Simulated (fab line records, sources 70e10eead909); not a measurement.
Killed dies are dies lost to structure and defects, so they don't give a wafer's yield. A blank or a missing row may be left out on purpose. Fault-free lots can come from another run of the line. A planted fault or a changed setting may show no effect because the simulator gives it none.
fab line records	flow nand-harc
record: lots: 5	wafers: 15	last-day: 33
route steps=1302 shown A_DECK1_JOINT@527 A_ONON_D2@545
lots that met no fault: taken from a fault-free run of the same line
start-h: the number of hours between the record's first day and the start of the first shown wafer of the lot	wait-h: hours from the lot's prior step to this one	" identical to the entry in the row above	L1.1+2: a single row standing in for several wafers	- value missing, or start not given	* or withheld: withheld	< > ~ a bound
route shown NAME@n: NAME is a module with steps in the file, n the number in the route of the first one	usual: average and standard deviation across the fault-free wafers	same: alike in all rows	chamber/n: place in a boat	sites: each site's reading	_std_site: the standard deviation of these	_edge_site: outer sites' mean less inner sites'	radius-mm: how far each site lies from the wafer's centre	mask NAME#n: copy n	behind: the most recent tool/chamber to have shaped the wafer	hold: cause of the lot's hold/its duration in hours/its outcome	device: which transistor (n, p or np) failed to switch	end of line: the same wafers' tests at the end of the route	a step without rows: its recipe alone	killed: dies lost to structure and defects at the first sort, not the wafer's yield	map: per-die view of a wafer (x killed, . not killed, _ where there is no die)
set.NAME: the setting the step ran with; set.NAME@STEP: the setting that earlier step ran with	model.NAME: the simulator's own value behind a step, which no gauge read
lots at some steps of the route; a table a step, a row a wafer
services: from which hour (start-h, from the record's first day; less than 0 if before it) a tool's chamber was out of use, for how many hours, and why
== steps ==
step: NHARC_A_DECK1_JOINT_CMP_13
recipe: target-thk-nm: 51.023
usual: motor-current-A: 12.3/1.1	time-to-endpoint-s: 8.6/1.8
lot.wafer	tool	chamber	start-h	wait-h	motor-current-A	time-to-endpoint-s
L076.3	cmp-02	1	274.08	0.4	13.5	9.7
L076.4	"	3	"	"	10.3	9.8
L076.5	"	2	"	"	14.0	6.6
L078.1	cmp-03	1	289.54	0.4	11.2	12.3
L078.2	"	3	"	"	12.7	9.5
L078.6	"	1	"	"	11.3	12.7
L089.4	cmp-03	1	394.68	0.4	11.9	12.3
L089.2	"	2	"	"	14.8	6.0
L089.6	"	0	"	"	11.9	11.6
L091.3	cmp-03	3	412.06	0.4	12.4	5.4
L091.5	"	0	"	"	10.8	7.6
L091.6	"	1	"	"	11.5	8.2
L097.4	cmp-01	2	475.32	0.4	12.4	11.1
L097.1	"	0	"	"	11.9	9.5
L097.6	"	3	"	"	13.3	12.1
step: NHARC_A_DECK1_JOINT_THK_MEAS_14
recipe: thk-meas-gauge: ellipsometry
usual: thk-nm: 51.1/1.4
lot.wafer	tool	chamber	start-h	wait-h	thk-nm
L076.3	film-metro-01	-	274.34	0.2	49.7
L076.4	"	-	"	"	53.0
L076.5	"	-	"	"	50.1
L078.1	film-metro-02	-	289.77	0.2	53.1
L078.2	"	-	"	"	53.0
L078.6	"	-	"	"	51.4
L089.2	film-metro-01	-	394.92	0.2	49.8
L089.4	"	-	"	"	51.4
L089.6	"	-	"	"	52.2
L091.3	film-metro-02	-	412.24	0.2	51.6
L091.5	"	-	"	"	52.6
L091.6	"	-	"	"	52.4
L097.1	film-metro-02	-	475.58	0.2	52.7
L097.4	"	-	"	"	53.1
L097.6	"	-	"	"	52.6
step: NHARC_A_DECK1_JOINT_SRD_04
lot.wafer	tool	chamber	start-h	wait-h
L076.3+4+5	wet-bench-09	3,5,7	274.39	0.0
L078.2+1+6	wet-bench-04	1,4,5	289.81	0.0
L089.2+6+4	wet-bench-09	2,4,6	394.96	0.0
L091.6+5+3	wet-bench-06	5,6,7	412.29	0.0
L097.6+1+4	wet-bench-09	6,0,2	475.62	0.0
step: NHARC_A_DECK1_JOINT_ETCHBACK_00
recipe: target-depth-a: 300	time-s: 17.4	hbr-flow-sccm: 150	rf-w: 350	icp-w: 350	bias-w: 60	chemistry: HBr
usual: drypump-motor-current-A: 5.6/0.56	oes-product-au: 0.999/0.0079	throttle-valve-pct: 23.265/0.009
lot.wafer	tool	chamber	start-h	wait-h	drypump-motor-current-A	oes-product-au	rf-hours-counter-h	throttle-valve-pct
L076.4	rie-si-05	0	274.47	0.1	5.5	1.004	0.8	23.287
L076.3	"	1	"	"	4.9	0.994	0.9	23.275
L076.5	"	0	"	"	5.5	1.003	-	23.260
L078.1	rie-si-05	2	289.90	0.1	6.3	1.007	0.9	23.270
L078.2	"	3	"	"	6.3	0.994	0.8	23.263
L078.6	"	3	"	"	6.3	1.001	-	23.267
L089.2	rie-si-06	3	395.04	0.1	5.6	0.992	1.0	23.253
L089.4	"	0	"	"	5.0	0.995	0.9	23.249
L089.6	"	3	"	"	5.6	0.994	-	23.265
L091.3	rie-si-01	0	412.37	0.1	6.4	1.006	0.2	23.268
L091.6	"	0	"	"	6.4	0.997	-	23.276
L091.5	"	3	"	"	5.6	1.012	-	23.278
L097.4	rie-si-01	3	475.71	0.1	5.6	1.000	0.6	23.264
L097.1	"	0	"	"	6.4	0.994	0.5	23.261
L097.6	"	3	"	"	5.5	1.002	-	23.273
step: NHARC_A_DECK1_JOINT_PRECLEAN_30
recipe: time-s: *	temp-c: 50	bath-age-min: 0	chemistry: SC1
lot.wafer	tool	chamber	start-h	wait-h
L076.3+5+4	wet-bench-04	7,2,3	274.61	0.1
L078.2+1+6	wet-bench-04	0,4,5	290.04	0.1
L089.2+4+6	wet-bench-04	0,1,3	395.19	0.1
L091.3+5+6	wet-bench-06	2,5,7	412.54	0.2
L097.6+4+1	wet-bench-04	4,6,7	475.86	0.1
step: NHARC_A_DECK1_JOINT_SRD_31
lot.wafer	tool	chamber	start-h	wait-h
L076.3+5+4	wet-bench-04	7,2,3	-	-
L078.2+1+6	wet-bench-04	0,4,5	-	-
L089.2+4+6	wet-bench-04	0,1,3	-	-
L091.3+5+6	wet-bench-06	2,5,7	-	-
L097.6+4+1	wet-bench-04	4,6,7	-	-
step: NHARC_A_DECK1_JOINT_CVD_34
recipe: target-thk-a: 200	temp-c: 700	pressure-mtorr: 300	material: SiNx
usual: zone-power-centre-pct: 10.9/1
lot.wafer	tool	chamber	start-h	wait-h	zone-power-centre-pct
L076.3	lpcvd-02	1	277.85	-	10.1
L076.4	"	1	"	"	10.2
L076.5	"	1	"	"	10.0
L078.1	lpcvd-02	1	293.28	-	10.0
L078.2	"	1	"	"	9.9
L078.6	"	1	"	"	10.1
L089.2	lpcvd-01	0	403.05	-	11.1
L089.4	"	0	"	"	11.1
L089.6	"	0	"	"	11.2
L091.3	lpcvd-02	0	415.78	-	12.0
L091.5	"	0	"	"	12.2
L091.6	"	0	"	"	11.8
L097.1	lpcvd-01	0	479.10	-	11.0
L097.4	"	0	"	"	10.9
L097.6	"	0	"	"	11.0
step: NHARC_A_DECK1_JOINT_DEP_06
recipe: target-thk-a: 800	temp-c: 65	material: SiOx
lot.wafer	tool	chamber	start-h	wait-h
L076.4+3+5	fcvd-01	0,1,0	281.17	0.4
L078.2+1+6	fcvd-02	0,1,1	296.56	0.4
L089.2+4+6	fcvd-02	1,0,1	406.33	0.4
L091.3+5+6	fcvd-01	0,0,1	419.04	0.4
L097.1+4+6	fcvd-01	0,1,0	482.33	0.4
step: NHARC_A_DECK1_JOINT_CURE_26
recipe: temp-c: 150	time-s: 32	pressure-atm: 0.395
lot.wafer	tool	chamber	start-h	wait-h
L076.4+3+5	fcvd-01	0,1,0	281.32	0.1
L078.2+1+6	fcvd-02	0,1,1	296.74	0.2
L089.2+4+6	fcvd-02	1,0,1	406.50	0.1
L091.3+5+6	fcvd-01	0,0,1	419.19	0.1
L097.1+4+6	fcvd-01	0,1,0	482.50	0.1
step: NHARC_A_DECK1_JOINT_ANNEAL_27
recipe: temp-c: 400	time-s: 3600	idle-temp-c: 300	ramp-up-c-per-min: 10	densification-p-h2o-torr: 640
usual: zone-power-centre-pct: 4.4/0.36
lot.wafer	tool	chamber	start-h	wait-h	zone-power-centre-pct
L076.3	furnace-08	0	287.21	5.9	4.2
L076.4	"	0	"	"	4.3
L076.5	"	0	"	"	4.3
L078.1	furnace-08	0	299.79	3.0	4.3
L078.2	"	0	"	"	4.3
L078.6	"	0	"	"	4.3
L089.2	furnace-08	0	409.20	2.7	4.2
L089.4	"	0	"	"	4.3
L089.6	"	0	"	"	4.3
L091.3	furnace-04	0	422.43	3.2	4.3
L091.5	"	0	"	"	4.2
L091.6	"	0	"	"	4.2
L097.1	furnace-02	0	483.25	0.7	5.1
L097.4	"	0	"	"	5.0
L097.6	"	0	"	"	5.1
step: NHARC_A_DECK1_JOINT_ANNEAL_28
recipe: temp-c: 500	time-s: 1800	idle-temp-c: 400	ramp-up-c-per-min: 10	densification-p-h2o-torr: 640
usual: zone-power-centre-pct: 6.1/0.5
lot.wafer	tool	chamber	start-h	wait-h	zone-power-centre-pct
L076.3	furnace-08	0	291.52	2.6	5.9
L076.4	"	0	"	"	5.9
L076.5	"	0	"	"	5.9
L078.1	furnace-08	0	307.07	5.5	5.8
L078.2	"	0	"	"	5.9
L078.6	"	0	"	"	5.8
L089.2	furnace-08	0	413.54	2.6	5.9
L089.4	"	0	"	"	5.9
L089.6	"	0	"	"	5.8
L091.3	furnace-04	0	430.09	5.9	5.9
L091.5	"	0	"	"	5.9
L091.6	"	0	"	"	5.9
L097.1	furnace-02	0	491.32	6.3	7.1
L097.4	"	0	"	"	7.1
L097.6	"	0	"	"	7.2
step: NHARC_A_DECK1_JOINT_ANNEAL_29
recipe: temp-c: 750	time-s: 1800	idle-temp-c: 500	ramp-up-c-per-min: 10	ramp-down-c-per-min: 3
usual: zone-power-centre-pct: 12.2/0.99
lot.wafer	tool	chamber	start-h	wait-h	zone-power-centre-pct
L076.3	furnace-08	0	297.51	5.3	11.7
L076.4	"	0	"	"	11.9
L076.5	"	0	"	"	11.6
L078.1	furnace-08	0	311.03	3.3	11.9
L078.2	"	0	"	"	11.7
L078.6	"	0	"	"	11.7
L089.2	furnace-08	0	416.78	2.6	11.8
L089.4	"	0	"	"	11.8
L089.6	"	0	"	"	11.8
L091.3	furnace-04	0	435.10	4.4	11.5
L091.5	"	0	"	"	11.8
L091.6	"	0	"	"	11.9
L097.1	furnace-02	0	495.13	3.1	14.3
L097.4	"	0	"	"	14.2
L097.6	"	0	"	"	14.4
step: NHARC_A_DECK1_JOINT_CMP_02
recipe: material: SiOx
usual: motor-current-A: 12.5/1.1
lot.wafer	tool	chamber	start-h	wait-h	motor-current-A
L076.4	cmp-02	0	300.24	0.5	12.3
L076.3	"	2	"	"	14.1
L076.5	"	3	"	"	10.7
L078.2	cmp-03	2	313.72	0.4	14.4
L078.1	"	0	"	"	10.8
L078.6	"	2	"	"	14.0
L089.2	cmp-03	1	419.62	0.6	11.4
L089.4	"	2	"	"	14.7
L089.6	"	0	"	"	11.6
L091.3	cmp-01	0	437.82	0.4	12.7
L091.5	"	3	"	"	13.7
L091.6	"	0	"	"	12.3
L097.1	cmp-01	0	497.80	0.4	12.7
L097.4	"	2	"	"	12.3
L097.6	"	0	"	"	13.3
step: NHARC_A_DECK1_JOINT_SRD_15
lot.wafer	tool	chamber	start-h	wait-h
L076.4+3+5	wet-bench-04	7,0,1	300.53	0.1
L078.6+1+2	wet-bench-04	4,5,6	313.99	0.0
L089.6+4+2	wet-bench-04	2,3,6	419.86	0.0
L091.3+5+6	wet-bench-06	3,5,7	438.09	0.0
L097.4+6+1	wet-bench-06	7,0,1	498.08	0.0
step: NHARC_A_DECK1_JOINT_DEP_16
recipe: target-thk-a: 450	temp-c: 400	pressure-torr: 6.5	rf-w: 900	teos-flow-sccm: 161.4	flow-sccm: 2650	target-thk-nm: 45	gas: O2	material: SiO2
usual: heater-power-w: 557/96	throttle-valve-pct: 16.1/0.51
lot.wafer	tool	chamber	start-h	wait-h	heater-power-w	throttle-valve-pct
L076.3	pecvd-03	0	300.68	0.1	432	16.1
L076.5	"	1	"	"	502	16.2
L076.4	"	2	"	"	755	16.8
L078.1	pecvd-03	2	314.61	0.6	712	16.5
L078.2	"	0	"	"	505	16.1
L078.6	"	0	"	"	487	16.1
L089.2	pecvd-03	1	420.01	0.1	530	16.6
L089.6	"	0	"	"	486	15.6
L089.4	"	1	"	"	532	16.2
L091.3	pecvd-04	1	438.22	0.1	655	15.8
L091.5	"	0	"	"	470	15.4
L091.6	"	1	"	"	677	15.6
L097.1	pecvd-03	0	498.24	0.1	440	15.8
L097.6	"	1	"	"	494	16.4
L097.4	"	0	"	"	437	15.8
step: NHARC_A_DECK1_JOINT_THK_MEAS_17
recipe: thk-meas-gauge: ellipsometry
usual: thk-nm: 44.9/1.1
lot.wafer	tool	chamber	start-h	wait-h	thk-nm
L076.3	film-metro-01	-	300.90	0.2	44.7
L076.4	"	-	"	"	41.7
L076.5	"	-	"	"	47.7
L078.1	film-metro-02	-	314.89	0.3	44.5
L078.2	"	-	"	"	44.8
L078.6	"	-	"	"	45.6
L089.2	film-metro-02	-	420.26	0.2	44.5
L089.4	"	-	"	"	44.9
L089.6	"	-	"	"	46.0
L091.3	film-metro-02	-	438.47	0.2	46.5
L091.5	"	-	"	"	45.6
L091.6	"	-	"	"	45.7
L097.1	film-metro-02	-	498.46	0.2	42.1
L097.4	"	-	"	"	43.5
L097.6	"	-	"	"	45.3
step: NHARC_A_DECK1_JOINT_INSPECT_05
usual: raw-defect-count: 332/140
lot.wafer	tool	chamber	start-h	wait-h	raw-defect-count
L076.3	defect-inspect-01	-	300.94	0.0	306
L076.4	"	-	"	"	265
L076.5	"	-	"	"	481
L078.1	defect-inspect-02	-	314.93	0.0	241
L078.2	"	-	"	"	270
L078.6	"	-	"	"	196
L089.2	defect-inspect-01	-	420.30	0.0	387
L089.4	"	-	"	"	337
L089.6	"	-	"	"	174
L091.3	defect-inspect-02	-	438.51	0.0	429
L091.5	"	-	"	"	294
L091.6	"	-	"	"	261
L097.1	defect-inspect-02	-	498.50	0.0	992
L097.4	"	-	"	"	628
L097.6	"	-	"	"	626
step: NHARC_A_ONON_D2_DEP_00
recipe: target-thk-a: 10000	n2-flow-sccm: 2750	n2o-flow-sccm: 2000	nh3-flow-sccm: 500	sih4-flow-sccm: 210	temp-c: 400
lot.wafer	tool	chamber	start-h	wait-h
L076.3+4+5	pecvd-onon-01	0	301.12	0.2
L078.1+2+6	pecvd-onon-03	0	314.99	0.1
L089.2+4+6	pecvd-onon-01	0	420.42	0.1
L091.3+5+6	pecvd-onon-01	0	438.69	0.2
L097.1+4+6	pecvd-onon-01	0	498.56	0.1
step: NHARC_A_ONON_D2_THK_MEAS_02
recipe: thk-meas-gauge: ellipsometry
usual: thk-nm: 1000/11
lot.wafer	tool	chamber	start-h	wait-h	thk-nm
L076.3	film-metro-02	-	301.51	-	1011
L076.4	"	-	"	"	1010
L076.5	"	-	"	"	1012
L078.1	film-metro-02	-	315.50	-	982
L078.2	"	-	"	"	982
L078.6	"	-	"	"	981
L089.2	film-metro-02	-	420.87	-	1008
L089.4	"	-	"	"	1009
L089.6	"	-	"	"	1008
L091.3	film-metro-02	-	439.08	-	1002
L091.5	"	-	"	"	1001
L091.6	"	-	"	"	1001
L097.1	film-metro-01	-	499.08	-	1005
L097.4	"	-	"	"	1005
L097.6	"	-	"	"	1005
step: NHARC_A_ONON_D2_DEP_03
recipe: target-thk-a: 10000	n2-flow-sccm: 2750	n2o-flow-sccm: 2000	nh3-flow-sccm: 500	sih4-flow-sccm: 210	temp-c: 400
lot.wafer	tool	chamber	start-h	wait-h
L076.3+4+5	pecvd-onon-02	0	301.69	0.2
L078.1+2+6	pecvd-onon-02	0	315.56	0.1
L089.2+4+6	pecvd-onon-01	0	420.99	0.1
L091.3+5+6	pecvd-onon-03	0	439.26	0.2
L097.1+4+6	pecvd-onon-03	0	499.13	0.1
step: NHARC_A_ONON_D2_THK_MEAS_05
recipe: thk-meas-gauge: ellipsometry
usual: thk-nm: 999/11
lot.wafer	tool	chamber	start-h	wait-h	thk-nm
L076.3	film-metro-02	-	302.08	-	1022
L076.4	"	-	"	"	1022
L076.5	"	-	"	"	1022
L078.1	film-metro-02	-	316.07	-	984
L078.2	"	-	"	"	983
L078.6	"	-	"	"	984
L089.2	film-metro-01	-	421.44	-	993
L089.4	"	-	"	"	994
L089.6	"	-	"	"	994
L091.3	film-metro-02	-	439.65	-	991
L091.5	"	-	"	"	991
L091.6	"	-	"	"	991
L097.1	film-metro-02	-	499.64	-	991
L097.4	"	-	"	"	994
L097.6	"	-	"	"	992
step: NHARC_A_ONON_D2_DEP_06
recipe: target-thk-a: 10000	n2-flow-sccm: 2750	n2o-flow-sccm: 2000	nh3-flow-sccm: 500	sih4-flow-sccm: 210	temp-c: 400
lot.wafer	tool	chamber	start-h	wait-h
L076.3+4+5	pecvd-onon-03	0	302.26	0.2
L078.1+2+6	pecvd-onon-01	0	316.13	0.1
L089.2+4+6	pecvd-onon-02	0	421.55	0.1
L091.3+5+6	pecvd-onon-02	0	439.83	0.2
L097.1+4+6	pecvd-onon-02	0	499.70	0.1
step: NHARC_A_ONON_D2_THK_MEAS_08
recipe: thk-meas-gauge: ellipsometry
usual: thk-nm: 997/7.4
lot.wafer	tool	chamber	start-h	wait-h	thk-nm
L076.3	film-metro-01	-	302.65	-	993
L076.4	"	-	"	"	994
L076.5	"	-	"	"	993
L078.1	film-metro-01	-	316.64	-	1009
L078.2	"	-	"	"	1009
L078.6	"	-	"	"	1010
L089.2	film-metro-02	-	422.00	-	989
L089.4	"	-	"	"	991
L089.6	"	-	"	"	988
L091.3	film-metro-01	-	440.22	-	988
L091.5	"	-	"	"	985
L091.6	"	-	"	"	986
L097.1	film-metro-02	-	500.20	-	990
L097.4	"	-	"	"	991
L097.6	"	-	"	"	990
step: NHARC_A_ONON_D2_DEP_09
recipe: target-thk-a: 10000	n2-flow-sccm: 2750	n2o-flow-sccm: 2000	nh3-flow-sccm: 500	sih4-flow-sccm: 210	temp-c: 400
lot.wafer	tool	chamber	start-h	wait-h
L076.3+4+5	pecvd-onon-01	0	302.82	0.2
L078.1+2+6	pecvd-onon-03	0	316.69	0.1
L089.2+4+6	pecvd-onon-03	0	422.12	0.1
L091.3+5+6	pecvd-onon-01	0	440.40	0.2
L097.1+4+6	pecvd-onon-01	0	500.25	0.1
step: NHARC_A_ONON_D2_THK_MEAS_11
recipe: thk-meas-gauge: ellipsometry
usual: thk-nm: 999/8.1
lot.wafer	tool	chamber	start-h	wait-h	thk-nm
L076.3	film-metro-02	-	303.22	-	1004
L076.4	"	-	"	"	1002
L076.5	"	-	"	"	1004
L078.1	film-metro-01	-	317.20	-	993
L078.2	"	-	"	"	994
L078.6	"	-	"	"	992
L089.2	film-metro-01	-	422.57	-	989
L089.4	"	-	"	"	989
L089.6	"	-	"	"	987
L091.3	film-metro-02	-	440.79	-	998
L091.5	"	-	"	"	998
L091.6	"	-	"	"	999
L097.1	film-metro-01	-	500.76	-	1019
L097.4	"	-	"	"	1017
L097.6	"	-	"	"	1016
step: NHARC_A_ONON_D2_DEP_12
recipe: target-thk-a: 10000	n2-flow-sccm: 2750	n2o-flow-sccm: 2000	nh3-flow-sccm: 500	sih4-flow-sccm: 210	temp-c: 400
lot.wafer	tool	chamber	start-h	wait-h
L076.3+4+5	pecvd-onon-02	0	303.39	0.2
L078.1+2+6	pecvd-onon-02	0	317.26	0.1
L089.2+4+6	pecvd-onon-01	0	422.68	0.1
L091.3+5+6	pecvd-onon-03	0	440.96	0.2
L097.1+4+6	pecvd-onon-03	0	500.82	0.1
step: NHARC_A_ONON_D2_THK_MEAS_14
recipe: thk-meas-gauge: ellipsometry
usual: thk-nm: 1002/9.5
lot.wafer	tool	chamber	start-h	wait-h	thk-nm
L076.3	film-metro-01	-	303.78	-	993
L076.4	"	-	"	"	992
L076.5	"	-	"	"	993
L078.1	film-metro-01	-	317.77	-	1013
L078.2	"	-	"	"	1017
L078.6	"	-	"	"	1015
L089.2	film-metro-01	-	423.13	-	1000
L089.4	"	-	"	"	1001
L089.6	"	-	"	"	999
L091.3	film-metro-02	-	441.36	-	1002
L091.5	"	-	"	"	1001
L091.6	"	-	"	"	1001
L097.1	film-metro-01	-	501.33	-	990
L097.4	"	-	"	"	988
L097.6	"	-	"	"	989
step: NHARC_A_ONON_D2_ANNEAL_15
recipe: temp-c: 750	time-s: 3600
usual: zone-power-centre-pct: 12.7/1.2
lot.wafer	tool	chamber	start-h	wait-h	zone-power-centre-pct
L076.3	furnace-07	0	308.79	5.0	11.9
L076.4	"	0	"	"	12.0
L076.5	"	0	"	"	11.9
L078.1	furnace-03	0	322.00	4.2	12.5
L078.2	"	0	"	"	12.5
L078.6	"	0	"	"	12.5
L089.2	furnace-01	0	426.36	3.2	15.2
L089.4	"	0	"	"	15.3
L089.6	"	0	"	"	15.5
L091.3	furnace-01	0	441.41	0.0	15.5
L091.5	"	0	"	"	15.3
L091.6	"	0	"	"	15.3
L097.1	furnace-07	0	504.40	3.1	12.0
L097.4	"	0	"	"	12.2
L097.6	"	0	"	"	11.7
step: NHARC_A_ONON_D2_DEP_16
recipe: target-thk-a: 10000	n2-flow-sccm: 2750	n2o-flow-sccm: 2000	nh3-flow-sccm: 500	sih4-flow-sccm: 210	temp-c: 400
lot.wafer	tool	chamber	start-h	wait-h
L076.3+4+5	pecvd-onon-01	0	312.71	0.5
L078.1+2+6	pecvd-onon-03	0	325.79	0.4
L089.2+4+6	pecvd-onon-03	0	430.26	0.4
L091.3+5+6	pecvd-onon-01	0	445.36	0.5
L097.1+4+6	pecvd-onon-02	0	508.27	0.4
step: NHARC_A_ONON_D2_THK_MEAS_18
recipe: thk-meas-gauge: ellipsometry
usual: thk-nm: 1002/10
lot.wafer	tool	chamber	start-h	wait-h	thk-nm
L076.3	film-metro-02	-	313.10	-	1003
L076.4	"	-	"	"	1004
L076.5	"	-	"	"	1004
L078.1	film-metro-02	-	326.30	-	1017
L078.2	"	-	"	"	1019
L078.6	"	-	"	"	1019
L089.2	film-metro-02	-	430.71	-	994
L089.4	"	-	"	"	994
L089.6	"	-	"	"	994
L091.3	film-metro-02	-	445.76	-	1007
L091.5	"	-	"	"	1007
L091.6	"	-	"	"	1004
L097.1	film-metro-02	-	508.78	-	1002
L097.4	"	-	"	"	1002
L097.6	"	-	"	"	1003
step: NHARC_A_ONON_D2_DEP_19
recipe: target-thk-a: 10000	n2-flow-sccm: 2750	n2o-flow-sccm: 2000	nh3-flow-sccm: 500	sih4-flow-sccm: 210	temp-c: 400
lot.wafer	tool	chamber	start-h	wait-h
L076.3+4+5	pecvd-onon-01	0	313.27	0.2
L078.1+2+6	pecvd-onon-02	0	326.36	0.1
L089.2+4+6	pecvd-onon-02	0	430.83	0.1
L091.3+5+6	pecvd-onon-01	0	445.94	0.2
L097.1+4+6	pecvd-onon-01	0	508.84	0.1
step: NHARC_A_ONON_D2_THK_MEAS_21
recipe: thk-meas-gauge: ellipsometry
usual: thk-nm: 997/11
lot.wafer	tool	chamber	start-h	wait-h	thk-nm
L076.3	film-metro-02	-	313.67	-	989
L076.4	"	-	"	"	990
L076.5	"	-	"	"	990
L078.1	film-metro-01	-	326.89	-	998
L078.2	"	-	"	"	999
L078.6	"	-	"	"	998
L089.2	film-metro-02	-	431.28	-	991
L089.4	"	-	"	"	991
L089.6	"	-	"	"	991
L091.3	film-metro-02	-	446.34	-	1007
L091.5	"	-	"	"	1008
L091.6	"	-	"	"	1005
L097.1	film-metro-01	-	509.35	-	991
L097.4	"	-	"	"	988
L097.6	"	-	"	"	989
step: NHARC_A_ONON_D2_DEP_22
recipe: target-thk-a: 10000	n2-flow-sccm: 2750	n2o-flow-sccm: 2000	nh3-flow-sccm: 500	sih4-flow-sccm: 210	temp-c: 400
lot.wafer	tool	chamber	start-h	wait-h
L076.3+4+5	pecvd-onon-02	0	313.84	0.2
L078.1+2+6	pecvd-onon-01	0	326.95	0.1
L089.2+4+6	pecvd-onon-01	0	431.40	0.1
L091.3+5+6	pecvd-onon-01	0	446.51	0.2
L097.1+4+6	pecvd-onon-03	0	509.41	0.1
step: NHARC_A_ONON_D2_THK_MEAS_24
recipe: thk-meas-gauge: ellipsometry
usual: thk-nm: 1003/11
lot.wafer	tool	chamber	start-h	wait-h	thk-nm
L076.3	film-metro-01	-	314.24	-	1017
L076.4	"	-	"	"	1016
L076.5	"	-	"	"	1016
L078.1	film-metro-01	-	327.46	-	1008
L078.2	"	-	"	"	1007
L078.6	"	-	"	"	1008
L089.2	film-metro-02	-	431.85	-	1013
L089.4	"	-	"	"	1012
L089.6	"	-	"	"	1014
L091.3	film-metro-01	-	446.91	-	985
L091.5	"	-	"	"	987
L091.6	"	-	"	"	986
L097.1	film-metro-01	-	509.92	-	1016
L097.4	"	-	"	"	1014
L097.6	"	-	"	"	1014
step: NHARC_A_ONON_D2_DEP_25
recipe: target-thk-a: 10000	n2-flow-sccm: 2750	n2o-flow-sccm: 2000	nh3-flow-sccm: 500	sih4-flow-sccm: 210	temp-c: 400
lot.wafer	tool	chamber	start-h	wait-h
L076.3+4+5	pecvd-onon-03	0	314.41	0.2
L078.1+2+6	pecvd-onon-03	0	327.51	0.1
L089.2+4+6	pecvd-onon-03	0	431.96	0.1
L091.3+5+6	pecvd-onon-01	0	447.08	0.2
L097.1+4+6	pecvd-onon-03	0	509.97	0.1
step: NHARC_A_ONON_D2_THK_MEAS_27
recipe: thk-meas-gauge: ellipsometry
usual: thk-nm: 1001/10
lot.wafer	tool	chamber	start-h	wait-h	thk-nm
L076.3	film-metro-01	-	314.81	-	1001
L076.4	"	-	"	"	998
L076.5	"	-	"	"	999
L078.1	film-metro-02	-	328.03	-	1021
L078.2	"	-	"	"	1018
L078.6	"	-	"	"	1020
L089.2	film-metro-02	-	432.41	-	1004
L089.4	"	-	"	"	1007
L089.6	"	-	"	"	1008
L091.3	film-metro-02	-	447.48	-	992
L091.5	"	-	"	"	992
L091.6	"	-	"	"	995
L097.1	film-metro-02	-	510.49	-	991
L097.4	"	-	"	"	991
L097.6	"	-	"	"	990
step: NHARC_A_ONON_D2_DEP_28
recipe: target-thk-a: 10000	n2-flow-sccm: 2750	n2o-flow-sccm: 2000	nh3-flow-sccm: 500	sih4-flow-sccm: 210	temp-c: 400
lot.wafer	tool	chamber	start-h	wait-h
L076.3+4+5	pecvd-onon-02	0	314.98	0.2
L078.1+2+6	pecvd-onon-03	0	328.08	0.1
L089.2+4+6	pecvd-onon-01	0	432.53	0.1
L091.3+5+6	pecvd-onon-01	0	447.65	0.2
L097.1+4+6	pecvd-onon-03	0	510.54	0.1
step: NHARC_A_ONON_D2_THK_MEAS_30
recipe: thk-meas-gauge: ellipsometry
usual: thk-nm: 1005/12
lot.wafer	tool	chamber	start-h	wait-h	thk-nm
L076.3	film-metro-02	-	315.37	-	979
L076.4	"	-	"	"	978
L076.5	"	-	"	"	981
L078.1	film-metro-01	-	328.59	-	1009
L078.2	"	-	"	"	1008
L078.6	"	-	"	"	1006
L089.2	film-metro-01	-	432.98	-	1003
L089.4	"	-	"	"	1003
L089.6	"	-	"	"	1003
L091.3	film-metro-02	-	448.04	-	983
L091.5	"	-	"	"	983
L091.6	"	-	"	"	984
L097.1	film-metro-02	-	511.05	-	1008
L097.4	"	-	"	"	1006
L097.6	"	-	"	"	1004
step: NHARC_A_ONON_D2_DEP_33
recipe: target-thk-a: 2000	temp-c: 400	pressure-torr: 6.5	rf-w: 900	teos-flow-sccm: 161.4	flow-sccm: 2650	target-thk-nm: 200	gas: O2	material: SiO2
usual: heater-power-w: 538/98	throttle-valve-pct: 16.1/0.44
lot.wafer	tool	chamber	start-h	wait-h	heater-power-w	throttle-valve-pct
L076.3	pecvd-03	0	315.51	0.1	494	16.0
L076.5	"	2	"	"	652	16.2
L076.4	"	0	"	"	371	16.1
L078.2	pecvd-03	0	328.91	0.3	490	16.0
L078.1	"	1	"	"	390	16.0
L078.6	"	2	"	"	707	16.5
L089.2	pecvd-02	2	433.13	0.1	411	15.9
L089.4	"	1	"	"	636	15.2
L089.6	"	2	"	"	428	15.8
L091.3	pecvd-01	2	448.35	0.3	606	16.7
L091.5	"	2	"	"	613	16.8
L091.6	"	0	"	"	496	16.1
L097.1	pecvd-02	2	511.20	0.1	448	16.1
L097.6	"	0	"	"	584	16.3
L097.4	"	2	"	"	471	16.1
== services ==
tool	chamber	start-h	hours	kind
cmp-03	-	260.07	4.0	pm
pecvd-onon-01	-	269.27	13.0	pm
cmp-03	-	271.92	4.3	repair
cmp-03	-	291.00	0.6	repair
pecvd-03	-	325.54	0.6	repair
cmp-03	-	356.92	1.2	repair
cmp-03	-	364.67	3.4	repair
fcvd-01	-	366.00	13.0	pm
pecvd-03	-	366.00	13.0	pm
pecvd-onon-02	-	366.00	13.0	pm
wet-bench-06	-	369.64	8.0	pm
cmp-03	-	380.94	0.5	repair
wet-bench-06	-	393.98	1.9	repair
wet-bench-04	-	403.20	8.0	pm
pecvd-onon-03	-	408.19	13.0	pm
cmp-03	-	408.55	2.6	repair
fcvd-01	0	426.65	10.8	repair
fcvd-01	1	429.62	4.9	repair
fcvd-01	-	430.60	2.3	repair
cmp-03	-	442.18	0.3	repair
pecvd-onon-01	-	450.27	13.0	pm
pecvd-03	2	453.49	7.7	repair
cmp-03	-	456.10	4.0	pm
furnace-08	-	476.78	26.0	pm
== key ==
fault none
